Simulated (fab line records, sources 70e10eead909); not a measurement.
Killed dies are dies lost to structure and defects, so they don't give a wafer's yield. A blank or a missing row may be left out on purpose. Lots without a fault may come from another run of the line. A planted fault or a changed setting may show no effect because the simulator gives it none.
Chamber matching | flow nand_harc | NHARC_P_GATE_DESCUM_13 on rie_diel-04: 4 sister chambers
The step chemistry O2, time 3 s. 22 wafers are shown with their chamber, then 11 later ones without.

WAFERS WITH THEIR CHAMBER
wafer  | chamber | drypump_motor_current_A (A) | showerhead_plenum_p_Torr (Torr) | oes_product_au (a.u.)
L076.2 | 2       | 5.6                         | 1.77                            | 1.018
L076.3 | 0       | 5.7                         | 1.99                            | 0.996
L076.6 | 0       | 5.8                         | 1.99                            | 1.003
L079.1 | 3       | 5.9                         | 2.00                            | 0.972
L079.4 | 2       | 5.6                         | 1.77                            | 1.007
L079.5 | 0       | 5.7                         | 1.99                            | 0.995
L078.1 | 2       | 5.6                         | 1.77                            | 1.017
L078.3 | 0       | 5.7                         | 1.99                            | 0.999
L078.4 | 1       | 5.5                         | 1.91                            | 0.993
L080.2 | 2       | 5.6                         | 1.77                            | 1.002
L080.5 | 2       | 5.6                         | 1.77                            | 1.003
L080.6 | 1       | 5.5                         | 1.91                            | 1.004
L081.2 | 3       | 5.9                         | 2.00                            | 0.990
L081.4 | 0       | 5.7                         | 1.99                            | 1.005
L081.6 | 2       | 5.6                         | 2.08                            | 0.997
L082.1 | 3       | 6.0                         | 2.00                            | 0.996
L082.2 | 0       | 5.7                         | 1.99                            | 1.005
L082.6 | 1       | 5.5                         | 1.91                            | 0.985
L086.2 | 3       | 6.0                         | 1.99                            | 0.991
L086.3 | 1       | 5.5                         | 1.90                            | 1.005
L086.5 | 1       | 5.5                         | 1.90                            | 1.002
L085.1 | 3       | 6.0                         | 1.99                            | 0.978

SIGNATURES (means of the wafers above)
reading                  | chamber 0 | chamber 1 | chamber 2 | chamber 3 | scatter within a chamber
drypump_motor_current_A  | 5.717     | 5.500     | 5.600     | 5.960     | 0.0336
showerhead_plenum_p_Torr | 1.9900    | 1.9060    | 1.8217    | 1.9960    | 0.0668
oes_product_au           | 1.00050   | 0.99780   | 1.00733   | 0.98540   | 0.00801
Rule: a wafer's distance from a chamber is the root of the sum, over the readings, of the square of ((its reading less the chamber's mean) divided by the reading's scatter). The wafer belongs to the nearest chamber; if the next one is less than 2 further off, it can't be placed. The scatter: the root of (the sum of the squares of (reading less its chamber's mean) over the shown wafers, divided by (wafers less chambers)).

WAFERS WITHOUT THEIR CHAMBER
wafer  | drypump_motor_current_A (A) | showerhead_plenum_p_Torr (Torr) | oes_product_au (a.u.)
L085.2 | 5.7                         | 1.98                            | 1.003
L085.3 | 5.6                         | 2.07                            | 1.007
L093.1 | 5.6                         | 2.07                            | 1.011
L093.3 | 5.7                         | 1.98                            | 1.003
L093.5 | 5.5                         | 1.90                            | 0.999
L094.1 | 5.6                         | 2.07                            | 1.000
L094.3 | 5.7                         | 1.98                            | 1.009
L094.6 | 6.0                         | 1.99                            | 0.990
L097.1 | 6.0                         | 1.99                            | 0.997
L097.2 | 5.5                         | 1.90                            | 0.991
L097.6 | 5.5                         | 1.90                            | 0.987

WHICH CHAMBER EACH WENT THROUGH
wafer  | from the rows above          | in truth
L085.2 | 0                            | 0
L085.3 | can't be placed: 2 or 0 or 1 | 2
L093.1 | can't be placed: 2 or 0 or 1 | 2
L093.3 | 0                            | 0
L093.5 | 1                            | 1
L094.1 | can't be placed: 0 or 2 or 1 | 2
L094.3 | 0                            | 0
L094.6 | 3                            | 3
L097.1 | 3                            | 3
L097.2 | 1                            | 1
L097.6 | 1                            | 1
Placed correctly: 8 of 11. Can't be placed from these rows: 3 (the true chamber is among the candidates in 3). Placed wrongly: 0.
